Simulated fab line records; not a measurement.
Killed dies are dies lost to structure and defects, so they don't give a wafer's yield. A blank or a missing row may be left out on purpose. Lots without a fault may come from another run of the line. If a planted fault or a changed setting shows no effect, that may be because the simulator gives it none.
Which tool is to blame? + flow n5_finfet + Sampling: 24 lots, 72 wafers, 6 of 1938 route steps

## WHAT THE GAUGES SHOWED, per wafer
N5_BEOL_M4_RS_MEAS_58: uses a four-point probe to measure.
| lot  | measured     | on            | M4_RS (ohm/sq) |
|------|--------------|---------------|----------------|
| L074 | day 7 14:23  | film_metro-01 | 0.68 0.68 0.70 |
| L075 | day 8 06:08  | film_metro-01 | 0.66 0.64 0.67 |
| L076 | day 8 08:39  | film_metro-01 | 0.66 0.65 0.66 |
| L077 | day 8 09:20  | film_metro-02 | 0.65 0.70 0.64 |
| L078 | day 9 00:44  | film_metro-02 | 0.68 0.66 0.66 |
| L079 | day 9 02:27  | film_metro-01 | 0.65 0.70 0.71 |
| L080 | day 9 07:39  | film_metro-01 | 0.63 0.68 0.65 |
| L081 | day 9 09:05  | film_metro-01 | 0.61 0.61 0.67 |
| L082 | day 10 03:02 | film_metro-02 | 0.71 0.75 0.69 |
| L083 | day 10 04:50 | film_metro-01 | 0.68 0.72 0.73 |
| L084 | day 10 05:12 | film_metro-01 | 0.66 0.67 0.67 |
| L085 | day 10 10:40 | film_metro-01 | 0.70 0.68 0.68 |
| L086 | day 11 05:26 | film_metro-02 | 0.72 0.66 0.66 |
| L087 | day 11 08:18 | film_metro-01 | 0.76 0.73 0.72 |
| L088 | day 11 08:46 | film_metro-02 | 0.70 0.69 0.72 |
| L089 | day 11 14:58 | film_metro-02 | 0.74 0.72 0.68 |
| L090 | day 12 02:17 | film_metro-01 | 0.69 0.67 0.68 |
| L091 | day 12 05:28 | film_metro-02 | 0.64 0.64 0.64 |
| L092 | day 12 10:00 | film_metro-02 | 0.64 0.68 0.64 |
| L093 | day 12 12:39 | film_metro-01 | 0.67 0.63 0.64 |
| L094 | day 12 17:15 | film_metro-01 | 0.70 0.68 0.65 |
| L095 | day 13 12:35 | film_metro-02 | 0.70 0.65 0.70 |
| L096 | day 13 17:59 | film_metro-01 | 0.66 0.65 0.66 |
| L097 | day 14 09:24 | film_metro-02 | 0.64 0.63 0.62 |

N5_BEOL_M5_INSPECT_13: inspects for defects (brightfield).
| lot  | measured     | on                | raw_defect_count |
|------|--------------|-------------------|------------------|
| L074 | day 7 17:46  | defect_inspect-01 | 258 364 412      |
| L075 | day 8 09:08  | defect_inspect-02 | 418 415 338      |
| L076 | day 8 11:25  | defect_inspect-01 | 443 394 380      |
| L077 | day 8 11:38  | defect_inspect-01 | 400 433 341      |
| L078 | day 9 04:34  | defect_inspect-01 | 429 424 359      |
| L079 | day 9 04:44  | defect_inspect-01 | 494 344 592      |
| L080 | day 9 12:50  | defect_inspect-01 | 664 522 563      |
| L081 | day 9 13:10  | defect_inspect-01 | 319 358 280      |
| L082 | day 10 06:29 | defect_inspect-01 | 308 317 388      |
| L083 | day 10 09:46 | defect_inspect-01 | 301 291 344      |
| L084 | day 10 09:39 | defect_inspect-01 | 579 331 536      |
| L085 | day 10 12:56 | defect_inspect-01 | 392 437 491      |
| L086 | day 11 08:29 | defect_inspect-01 | 356 282 344      |
| L087 | day 11 11:37 | defect_inspect-01 | 317 300 311      |
| L088 | day 11 11:49 | defect_inspect-02 | 283 326 291      |
| L089 | day 11 18:43 | defect_inspect-02 | 462 539 509      |
| L090 | day 12 05:31 | defect_inspect-02 | 445 546 379      |
| L091 | day 12 09:33 | defect_inspect-02 | 526 394 538      |
| L092 | day 12 12:44 | defect_inspect-01 | 351 438 438      |
| L093 | day 12 16:25 | defect_inspect-02 | 347 357 434      |
| L094 | day 12 19:49 | defect_inspect-02 | 246 395 297      |
| L095 | day 13 14:44 | defect_inspect-02 | 439 282 437      |
| L096 | day 13 20:56 | defect_inspect-01 | 326 511 357      |
| L097 | day 14 12:30 | defect_inspect-02 | 290 375 312      |

N5_BEOL_M5_CD_MEAS_18: pitch 56 nm, target cd 28 nm.
| lot  | measured     | on        | cd_nm (nm)     |
|------|--------------|-----------|----------------|
| L074 | day 7 18:14  | cd_sem-03 | 27.7 28.1 27.5 |
| L075 | day 8 09:49  | cd_sem-01 | 27.3 27.9 28.4 |
| L076 | day 8 12:22  | cd_sem-01 | 28.2 27.8 28.4 |
| L077 | day 8 12:37  | cd_sem-03 | 28.3 28.0 28.3 |
| L078 | day 9 05:02  | cd_sem-01 | 28.1 28.4 27.7 |
| L079 | day 9 05:11  | cd_sem-02 | 28.1 27.4 28.1 |
| L080 | day 9 13:19  | cd_sem-01 | 27.7 28.3 28.0 |
| L081 | day 9 13:39  | cd_sem-03 | 28.5 28.1 27.7 |
| L082 | day 10 07:03 | cd_sem-02 | 28.2 28.1 27.3 |
| L083 | day 10 10:25 | cd_sem-01 | 27.9 27.9 28.3 |
| L084 | day 10 10:07 | cd_sem-01 | 27.8 28.1 27.9 |
| L085 | day 10 13:24 | cd_sem-02 | 28.2 28.6 28.0 |
| L086 | day 11 09:01 | cd_sem-03 | 28.2 28.4 28.1 |
| L087 | day 11 12:23 | cd_sem-02 | 28.2 27.9 27.6 |
| L088 | day 11 12:31 | cd_sem-03 | 28.7 28.4 27.7 |
| L089 | day 11 19:11 | cd_sem-02 | 27.7 27.8 27.4 |
| L090 | day 12 06:18 | cd_sem-01 | 27.5 27.7 27.8 |
| L091 | day 12 10:08 | cd_sem-02 | 27.6 28.3 27.6 |
| L092 | day 12 13:12 | cd_sem-02 | 28.4 28.6 27.8 |
| L093 | day 12 17:02 | cd_sem-01 | 28.1 27.6 28.3 |
| L094 | day 12 20:23 | cd_sem-01 | 27.9 27.9 28.3 |
| L095 | day 13 15:12 | cd_sem-03 | 27.3 28.0 27.8 |
| L096 | day 13 21:29 | cd_sem-03 | 27.4 28.3 28.3 |
| L097 | day 14 13:01 | cd_sem-01 | 28.3 28.7 28.6 |

N5_BEOL_M5_OCD_MEAS_38.
| lot  | measured     | on     | trench_depth_nm (nm) |
|------|--------------|--------|----------------------|
| L074 | day 7 19:22  | ocd-02 | 71.0 71.2 71.4       |
| L075 | day 8 11:07  | ocd-02 | 71.4 71.8 68.4       |
| L076 | day 8 13:37  | ocd-01 | 72.1 71.9 70.2       |
| L077 | day 8 14:02  | ocd-02 | 68.8 72.6 70.4       |
| L078 | day 9 06:44  | ocd-01 | 72.3 72.1 71.9       |
| L079 | day 9 07:08  | ocd-01 | 72.0 74.7 70.9       |
| L080 | day 9 14:25  | ocd-01 | 72.6 69.8 72.3       |
| L081 | day 9 14:44  | ocd-01 | 73.8 70.8 70.6       |
| L082 | day 10 09:08 | ocd-01 | 71.8 71.5 70.6       |
| L083 | day 10 11:18 | ocd-01 | 70.2 69.9 70.6       |
| L084 | day 10 11:08 | ocd-02 | 71.7 70.8 73.3       |
| L085 | day 10 16:19 | ocd-02 | 70.6 72.2 73.3       |
| L086 | day 11 10:32 | ocd-02 | 70.4 72.2 70.8       |
| L087 | day 11 15:12 | ocd-02 | 70.3 74.0 72.4       |
| L088 | day 11 14:49 | ocd-02 | 73.6 74.2 70.7       |
| L089 | day 11 20:02 | ocd-02 | 69.0 69.4 70.4       |
| L090 | day 12 08:41 | ocd-02 | 71.5 71.2 73.0       |
| L091 | day 12 11:44 | ocd-02 | 71.8 74.6 71.4       |
| L092 | day 12 15:47 | ocd-02 | 71.3 68.1 72.4       |
| L093 | day 12 21:07 | ocd-02 | 73.5 71.3 74.1       |
| L094 | day 12 21:52 | ocd-02 | 73.3 71.5 73.6       |
| L095 | day 13 16:12 | ocd-02 | 74.1 73.1 71.9       |
| L096 | day 13 22:37 | ocd-02 | 72.0 72.6 70.6       |
| L097 | day 14 14:02 | ocd-01 | 72.9 72.1 72.7       |

## TOOL THAT RAN EACH LOT (tool first, then ch and the chambers of the sampled wafers, then the start)
| lot  | N5_BEOL_M4_ANNEAL_95         | N5_BEOL_M5_VIA_ETCH_34             |
|------|------------------------------|------------------------------------|
| L074 | pvd_sputter-02, day 7 13:12  | rie_diel-05 ch 2,3, day 7 19:08    |
| L075 | pvd_sputter-01, day 8 04:57  | rie_diel-05 ch 0,1,3, day 8 10:53  |
| L076 | pvd_sputter-02, day 8 07:28  | rie_diel-04 ch 1,2,3, day 8 13:23  |
| L077 | pvd_sputter-01, day 8 08:08  | rie_diel-05 ch 0,1,2, day 8 13:48  |
| L078 | pvd_sputter-03, day 8 23:32  | rie_diel-03 ch 1,2, day 9 06:29    |
| L079 | pvd_sputter-01, day 9 01:14  | rie_diel-03 ch 1,2,3, day 9 06:54  |
| L080 | pvd_sputter-03, day 9 06:26  | rie_diel-04 ch 1,2, day 9 14:10    |
| L081 | pvd_sputter-01, day 9 07:53  | rie_diel-03 ch 2,3, day 9 14:29    |
| L082 | pvd_sputter-01, day 10 01:49 | rie_diel-04 ch 0,2, day 10 08:54   |
| L083 | pvd_sputter-03, day 10 03:37 | rie_diel-04 ch 0,2,3, day 10 11:04 |
| L084 | pvd_sputter-02, day 10 03:59 | rie_diel-05 ch 0,2,3, day 10 10:54 |
| L085 | pvd_sputter-02, day 10 09:24 | rie_diel-03 ch 0,1,2, day 10 16:04 |
| L086 | pvd_sputter-02, day 11 04:06 | rie_diel-04 ch 0,1,3, day 11 10:18 |
| L087 | pvd_sputter-02, day 11 07:07 | rie_diel-03 ch 0,2,3, day 11 14:58 |
| L088 | pvd_sputter-03, day 11 07:35 | rie_diel-03 ch 0,2, day 11 14:34   |
| L089 | pvd_sputter-03, day 11 13:47 | rie_diel-04 ch 1,2, day 11 19:47   |
| L090 | pvd_sputter-03, day 12 01:05 | rie_diel-03 ch 0,1, day 12 08:27   |
| L091 | pvd_sputter-01, day 12 04:10 | rie_diel-03 ch 0,2, day 12 11:29   |
| L092 | pvd_sputter-03, day 12 08:47 | rie_diel-04 ch 1,2,3, day 12 15:34 |
| L093 | pvd_sputter-03, day 12 11:26 | rie_diel-03 ch 0,2,3, day 12 20:52 |
| L094 | pvd_sputter-01, day 12 16:03 | rie_diel-03 ch 0,1, day 12 21:37   |
| L095 | pvd_sputter-01, day 13 11:23 | rie_diel-03 ch 1,2,3, day 13 15:58 |
| L096 | pvd_sputter-03, day 13 16:47 | rie_diel-05 ch 0,2,3, day 13 22:22 |
| L097 | pvd_sputter-01, day 14 08:01 | rie_diel-05 ch 2,3, day 14 13:48   |
- N5_BEOL_M4_ANNEAL_95: time 240 s.
- N5_BEOL_M5_VIA_ETCH_34: etches SiCOH lowk in C4F6/O2, target depth 88.3 nm, time 39.2 s.

## WHAT THE TOOLS THEMSELVES READ (means of the sampled wafers that have a number; where no wafer has one, the mark that the record gives instead)
N5_BEOL_M4_ANNEAL_95.
| lot  | tool           | heater_power_w (W) | susceptor_temp_C (C) |
|------|----------------|--------------------|----------------------|
| L074 | pvd_sputter-02 | 853                | 400.10               |
| L075 | pvd_sputter-01 | 817                | 399.76               |
| L076 | pvd_sputter-02 | 829                | 400.17               |
| L077 | pvd_sputter-01 | 888                | 399.98               |
| L078 | pvd_sputter-03 | 810                | 400.10               |
| L079 | pvd_sputter-01 | 803                | 399.99               |
| L080 | pvd_sputter-03 | 815                | 400.16               |
| L081 | pvd_sputter-01 | 793                | 400.04               |
| L082 | pvd_sputter-01 | 867                | 399.98               |
| L083 | pvd_sputter-03 | 823                | 400.01               |
| L084 | pvd_sputter-02 | 856                | 399.96               |
| L085 | pvd_sputter-02 | 864                | 400.29               |
| L086 | pvd_sputter-02 | 834                | 400.09               |
| L087 | pvd_sputter-02 | 843                | 400.00               |
| L088 | pvd_sputter-03 | 772                | 400.04               |
| L089 | pvd_sputter-03 | 725                | 399.88               |
| L090 | pvd_sputter-03 | 752                | 399.87               |
| L091 | pvd_sputter-01 | 815                | 400.10               |
| L092 | pvd_sputter-03 | 751                | 399.85               |
| L093 | pvd_sputter-03 | 780                | 399.93               |
| L094 | pvd_sputter-01 | 831                | 400.11               |
| L095 | pvd_sputter-01 | 893                | 399.94               |
| L096 | pvd_sputter-03 | 772                | 400.03               |
| L097 | pvd_sputter-01 | 815                | 400.14               |

N5_BEOL_M5_VIA_ETCH_34.
| lot  | tool        | C4F6_flow_sccm (sccm) | drypump_motor_current_A (A) | oes_product_au (a.u.) | rf_vpp_V (V) | showerhead_plenum_p_Torr (Torr) | throttle_valve_pct (%) |
|------|-------------|-----------------------|-----------------------------|-----------------------|--------------|---------------------------------|------------------------|
| L074 | rie_diel-05 | 9.981                 | 5.2                         | 0.68                  | 651          | 2.84                            | 20.57                  |
| L075 | rie_diel-05 | 10.006                | 5.4                         | 0.75                  | 656          | 2.80                            | 20.59                  |
| L076 | rie_diel-04 | 9.971                 | 5.8                         | 0.73                  | 643          | 2.75                            | 20.91                  |
| L077 | rie_diel-05 | 10.002                | 5.7                         | 0.74                  | 663          | 2.84                            | 20.60                  |
| L078 | rie_diel-03 | 10.027                | 6.0                         | 0.78                  | 669          | 2.95                            | 20.81                  |
| L079 | rie_diel-03 | 10.025                | 5.6                         | 0.86                  | 664          | 2.91                            | 20.85                  |
| L080 | rie_diel-04 | 10.025                | 5.9                         | 0.70                  | 641          | 2.77                            | 20.99                  |
| L081 | rie_diel-03 | 10.005                | 6.2                         | 0.82                  | 663          | 2.89                            | 20.76                  |
| L082 | rie_diel-04 | 9.997                 | 5.5                         | 0.70                  | 665          | 2.72                            | 20.83                  |
| L083 | rie_diel-04 | 10.018                | 5.8                         | 0.72                  | 654          | 2.73                            | 20.86                  |
| L084 | rie_diel-05 | 9.994                 | 5.4                         | 0.83                  | 658          | 2.86                            | 20.37                  |
| L085 | rie_diel-03 | 9.999                 | 5.7                         | 0.85                  | 662          | 2.90                            | 20.81                  |
| L086 | rie_diel-04 | 9.998                 | 5.4                         | 0.71                  | 655          | 2.71                            | 20.81                  |
| L087 | rie_diel-03 | 10.012                | 5.9                         | 0.86                  | 656          | 2.84                            | 20.76                  |
| L088 | rie_diel-03 | 9.970                 | 6.0                         | 0.87                  | 654          | 2.84                            | 20.70                  |
| L089 | rie_diel-04 | 10.007                | 5.4                         | 0.70                  | 643          | 2.74                            | 20.98                  |
| L090 | rie_diel-03 | 9.992                 | 5.2                         | 0.86                  | 662          | 2.91                            | 20.93                  |
| L091 | rie_diel-03 | 10.014                | 6.3                         | 0.80                  | 660          | 2.88                            | 20.74                  |
| L092 | rie_diel-04 | 9.990                 | 5.8                         | 0.71                  | 642          | 2.74                            | 20.94                  |
| L093 | rie_diel-03 | 10.025                | 5.9                         | 0.86                  | 656          | 2.83                            | 20.77                  |
| L094 | rie_diel-03 | 10.013                | 5.4                         | 0.89                  | 655          | 2.84                            | 20.81                  |
| L095 | rie_diel-03 | 9.961                 | 5.7                         | 0.82                  | 663          | 2.89                            | 20.90                  |
| L096 | rie_diel-05 | 10.005                | 5.4                         | 0.90                  | 657          | 2.85                            | 20.30                  |
| L097 | rie_diel-05 | 9.978                 | 5.5                         | 0.93                  | 657          | 2.87                            | 20.27                  |

## THE ANSWER, worked out from the rows above alone
Rule: usual is defined by the lots themselves. The widest of any qualifying gaps counts: lots, ordered by their means at a reading, are off when they make up no more than a third of the lots, leave a main group of 4 or more, and stand apart from it by 3 or more times the standard deviation of that group's means. If all means in a main group match to the digits the tables above print for the reading, that group is not used. A lot without any number at a reading at which 4 lots or more have one is off too. The other lots that the step has rows for count as sound. After the gauges, taken in route order, come the tools' own readings; for these a lot's mean is taken, as printed above. The first step at which some lot is off is used, and at that step the reading that is off furthest; a lot without a number counts as furthest.
Across all readings shown, no lot is off: no conclusion can be drawn from this.

## WHAT HAD BEEN PUT IN BY THE SIMULATOR
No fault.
